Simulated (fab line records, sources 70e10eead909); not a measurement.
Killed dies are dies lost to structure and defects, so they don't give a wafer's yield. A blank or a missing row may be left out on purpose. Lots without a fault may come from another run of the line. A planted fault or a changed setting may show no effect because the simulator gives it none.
Which tool did it? | flow nand_harc | 14 lots, 40 wafers sampled, at 5 steps of a route of 1159

WHAT THE GAUGES READ, wafer by wafer
NHARC_END_SORT_01. Usual: killed_at_array 28, standard deviation 11; killed_at_other 0.5, standard deviation 0.85; killed_at_periphery 2.7, standard deviation 1.9; killed_dies 32, standard deviation 12; killed_open 3.3, standard deviation 1.6; killed_short 2.1, standard deviation 1.5.
lot  | measured     | on        | killed_at_array | killed_at_other | killed_at_periphery | killed_dies | killed_open | killed_short | flag
L158 | day 22 21:49 | prober-01 | 30 676          | 0 0             | 4 1                 | 34 677      | 2 4         | 3 2          | OFF
L161 | day 24 04:15 | prober-01 | 16 676          | 3 0             | 2 1                 | 21 677      | 2 3         | 3 1          | OFF
L165 | day 24 21:21 | prober-02 | 677 42 44       | 0 0 0           | 0 4 4               | 677 46 48   | 0 3 4       | 1 1 3        | OFF

WHICH TOOL RAN EACH LOT (tool, then ch and the chambers of the sampled wafers, then the start)
lot  | NHARC_A_STAIRCASE_STRIP_295                   | NHARC_A_STAIRCASE_ETCH_315                    | NHARC_A_STAIRCASE_ALD_415        | NHARC_A_STAIRCASE_DEP_417
L147 | rie_diel-11 ch 2,3, day 12 02:31 or earlier   | rie_diel-11 ch 1,2, day 12 02:31 or earlier   | ald_hk-01 ch 0,1,2, day 12 02:31 | pecvd-02 ch 0,1,2, day 12 04:19
L146 | rie_diel-02 ch 0,2,3, day 12 03:27 or earlier | rie_diel-03 ch 1,2, day 12 03:27 or earlier   | ald_hk-03 ch 0,1,2, day 12 03:27 | pecvd-03 ch 0,1,2, day 12 07:26
L152 | rie_diel-03 ch 1,2,3, day 13 03:53 or earlier | rie_diel-02 ch 2,3, day 13 03:53 or earlier   | ald_hk-04 ch 0,3, day 13 03:53   | pecvd-01 ch 1,2, day 13 06:06
L151 | rie_diel-03 ch 0,1,3, day 13 06:38 or earlier | rie_diel-11 ch 1,2,3, day 13 06:38 or earlier | ald_hk-04 ch 0,2,3, day 13 06:38 | pecvd-01 ch 0,1,2, day 13 08:46
L153 | rie_diel-02 ch 1,3, day 13 12:05 or earlier   | rie_diel-02 ch 2,3, day 13 12:05 or earlier   | ald_hk-03 ch 1,3, day 13 12:05   | pecvd-03 ch 1,2, day 13 18:41
L155 | rie_diel-02 ch 2,3, day 14 05:46 or earlier   | rie_diel-11 ch 1,2,3, day 14 05:46 or earlier | ald_hk-03 ch 2,3, day 14 05:46   | pecvd-03 ch 0,1,2, day 14 08:12
L156 | rie_diel-03 ch 1,2,3, day 14 07:59 or earlier | rie_diel-02 ch 0,3, day 14 07:59 or earlier   | ald_hk-03 ch 0,1,2, day 14 07:59 | pecvd-02 ch 0,1, day 14 10:19
L160 | rie_diel-11 ch 1,2,3, day 15 03:40 or earlier | rie_diel-02 ch 2,3, day 15 03:40 or earlier   | ald_hk-03 ch 1,2, day 15 03:40   | pecvd-01 ch 0,1,2, day 15 06:04
L158 | rie_diel-02 ch 0,1, day 15 14:27 or earlier   | rie_diel-03 ch 1,2, day 15 14:27 or earlier   | ald_hk-03 ch 0,1, day 15 14:27   | pecvd-02 ch 0,2, day 15 16:51
L162 | rie_diel-02 ch 0,2,3, day 16 00:37 or earlier | rie_diel-03 ch 1,2,3, day 16 00:37 or earlier | ald_hk-04 ch 1,2,3, day 16 00:37 | pecvd-01 ch 0,1, day 16 02:58
L161 | rie_diel-02 ch 0,1, day 16 00:47 or earlier   | rie_diel-02 ch 2,3, day 16 00:47 or earlier   | ald_hk-03 ch 1,3, day 16 00:47   | pecvd-01 ch 0,1, day 16 03:23
L165 | rie_diel-02 ch 0,2,3, day 16 14:48 or earlier | rie_diel-03 ch 0,1,2, day 16 14:48 or earlier | ald_hk-03 ch 1,2,3, day 16 14:48 | pecvd-03 ch 0,1,2, day 16 16:23
L167 | rie_diel-02 ch 0,3, day 16 19:43 or earlier   | rie_diel-02 ch 1,2,3, day 16 19:43 or earlier | ald_hk-04 ch 0,1,2, day 16 19:43 | pecvd-02 ch 0,1,2, day 16 21:31
L169 | rie_diel-11 ch 0,1,2, day 18 00:40 or earlier | rie_diel-11 ch 0,2,3, day 18 00:40 or earlier | ald_hk-04 ch 0,2,3, day 18 00:40 | pecvd-03 ch 0,1,2, day 18 03:55
- NHARC_A_STAIRCASE_STRIP_295: strips in O2.
- NHARC_A_STAIRCASE_ETCH_315: etches the open film in C4F8/O2/Ar, target depth 2500 nm, time 607.1 s.
- NHARC_A_STAIRCASE_ALD_415: deposits SiO2, target thk 30 nm, pulse time 6 s, ald cycles 300.
- NHARC_A_STAIRCASE_DEP_417: deposits Si3N4, target thk 60 nm.

WHAT THE TOOLS THEMSELVES READ (means of the sampled wafers that have a number; where no wafer has one, the mark that the record gives instead)
NHARC_A_STAIRCASE_STRIP_295. Usual: drypump_motor_current_A 5.8 A, standard deviation 0.4; oes_product_au 0.999 a.u., standard deviation 0.0086; rf_vpp_V 57.8 V, standard deviation 0.9; showerhead_plenum_p_Torr 3.53 Torr, standard deviation 0.15; throttle_valve_pct 17.035 %, standard deviation 0.009.
lot  | tool        | drypump_motor_current_A (A) | oes_product_au (a.u.) | rf_vpp_V (V) | showerhead_plenum_p_Torr (Torr) | throttle_valve_pct (%) | flag
L147 | rie_diel-11 | 5.4                         | 1.005                 | 59.1         | 3.65                            | 17.042                 |
L146 | rie_diel-02 | 6.2                         | 1.000                 | 56.8         | 3.39                            | 17.044                 |
L152 | rie_diel-03 | 5.8                         | 0.998                 | 57.8         | 3.53                            | 17.036                 |
L151 | rie_diel-03 | 5.8                         | 0.989                 | 58.3         | 3.49                            | 17.035                 |
L153 | rie_diel-02 | 5.6                         | 1.008                 | 57.5         | 3.27                            | 17.033                 |
L155 | rie_diel-02 | 6.2                         | 0.996                 | 57.0         | 3.32                            | 17.036                 |
L156 | rie_diel-03 | 5.7                         | 0.997                 | 58.1         | 3.53                            | 17.036                 |
L160 | rie_diel-11 | 5.6                         | 0.999                 | 58.3         | 3.60                            | 17.033                 |
L158 | rie_diel-02 | 5.7                         | 1.000                 | 57.6         | 3.62                            | 17.033                 |
L162 | rie_diel-02 | 6.2                         | 1.002                 | 57.6         | 3.55                            | 17.034                 |
L161 | rie_diel-02 | 5.7                         | 1.004                 | 57.9         | 3.62                            | 17.026                 |
L165 | rie_diel-02 | 6.1                         | 0.998                 | 57.7         | 3.55                            | 17.038                 |
L167 | rie_diel-02 | 6.4                         | 0.997                 | 57.5         | 3.67                            | 17.047                 |
L169 | rie_diel-11 | 5.7                         | 1.001                 | 58.1         | 3.58                            | 17.044                 |

NHARC_A_STAIRCASE_ETCH_315. Usual: oes_product_au 0.934 a.u., standard deviation 0.0098; rf_vpp_V 1826 V, standard deviation 11.
lot  | tool        | oes_product_au (a.u.) | rf_vpp_V (V) | flag
L147 | rie_diel-11 | 0.934                 | 1832         |
L146 | rie_diel-03 | 0.936                 | 1832         |
L152 | rie_diel-02 | 0.939                 | 1812         |
L151 | rie_diel-11 | 0.934                 | 1832         |
L153 | rie_diel-02 | 0.932                 | 1816         |
L155 | rie_diel-11 | 0.931                 | 1831         |
L156 | rie_diel-02 | 0.930                 | 1815         |
L160 | rie_diel-02 | 0.944                 | 1828         |
L158 | rie_diel-03 | 0.931                 | 1832         |
L162 | rie_diel-03 | 0.927                 | 1826         |
L161 | rie_diel-02 | 0.933                 | 1832         |
L165 | rie_diel-03 | 0.935                 | 1829         |
L167 | rie_diel-02 | 0.933                 | 1838         |
L169 | rie_diel-11 | 0.932                 | 1831         |

NHARC_A_STAIRCASE_ALD_415. Usual: heater_power_w 488 W, standard deviation 63; precursor_pulse_height_rel 1.001, standard deviation 0.019.
lot  | tool      | heater_power_w (W) | precursor_pulse_height_rel | flag
L147 | ald_hk-01 | 485                | 0.997                      |
L146 | ald_hk-03 | 489                | 0.998                      |
L152 | ald_hk-04 | 554                | 1.003                      |
L151 | ald_hk-04 | 509                | 0.982                      |
L153 | ald_hk-03 | 497                | 1.010                      |
L155 | ald_hk-03 | 511                | 1.005                      |
L156 | ald_hk-03 | 501                | 1.011                      |
L160 | ald_hk-03 | 519                | 1.002                      |
L158 | ald_hk-03 | 453                | 1.002                      |
L162 | ald_hk-04 | 447                | 1.014                      |
L161 | ald_hk-03 | 481                | 1.008                      |
L165 | ald_hk-03 | 513                | 1.006                      |
L167 | ald_hk-04 | 487                | 1.005                      |
L169 | ald_hk-04 | 500                | 1.011                      |

NHARC_A_STAIRCASE_DEP_417. Usual: heater_power_w 705 W, standard deviation 93.
lot  | tool     | heater_power_w (W) | flag
L147 | pecvd-02 | 688                |
L146 | pecvd-03 | 651                |
L152 | pecvd-01 | 702                |
L151 | pecvd-01 | 783                |
L153 | pecvd-03 | 656                |
L155 | pecvd-03 | 713                |
L156 | pecvd-02 | 692                |
L160 | pecvd-01 | 748                |
L158 | pecvd-02 | 665                |
L162 | pecvd-01 | 722                |
L161 | pecvd-01 | 795                |
L165 | pecvd-03 | 670                |
L167 | pecvd-02 | 660                |
L169 | pecvd-03 | 687                |

THE ANSWER, worked out from the rows above alone
Rule: a lot is off if the mean of its wafers that have a number lies more than 3 standard deviations from the usual mean. A lot without any number at a reading at which 4 lots or more have one is off too. The other lots that the step has rows for count as sound. The gauges are gone through in route order, then the tools' own readings, and for those a lot's mean is taken as printed above. The first step at which some lot is off is used, and at that step the reading that is off furthest; a lot without a number counts as furthest.
Off: L158, L161, L165, at NHARC_END_SORT_01 (killed_at_array). Neither off nor sound, because the step has no rows for them: L147, L146, L152, L151, L153, L155, L156, L160, L162, L167, L169.
A tool fits if, at a process step before that reading, it ran every lot that is off, and no sound lot after the first of them. The gauges at NHARC_END_SORT_01 are tried like those tools. NHARC_A_STAIRCASE_STRIP_295 gives no start for some lots, so the hours and the order of its lots are those of NHARC_A_STAIRCASE_ALD_415. NHARC_A_STAIRCASE_ETCH_315 gives no start for some lots, so the hours and the order of its lots are those of NHARC_A_STAIRCASE_ALD_415. Can't be told from this: 2 tools fit, rie_diel-02 at NHARC_A_STAIRCASE_STRIP_295, ald_hk-03 at NHARC_A_STAIRCASE_ALD_415.

WHAT THE SIMULATOR HAD PUT IN
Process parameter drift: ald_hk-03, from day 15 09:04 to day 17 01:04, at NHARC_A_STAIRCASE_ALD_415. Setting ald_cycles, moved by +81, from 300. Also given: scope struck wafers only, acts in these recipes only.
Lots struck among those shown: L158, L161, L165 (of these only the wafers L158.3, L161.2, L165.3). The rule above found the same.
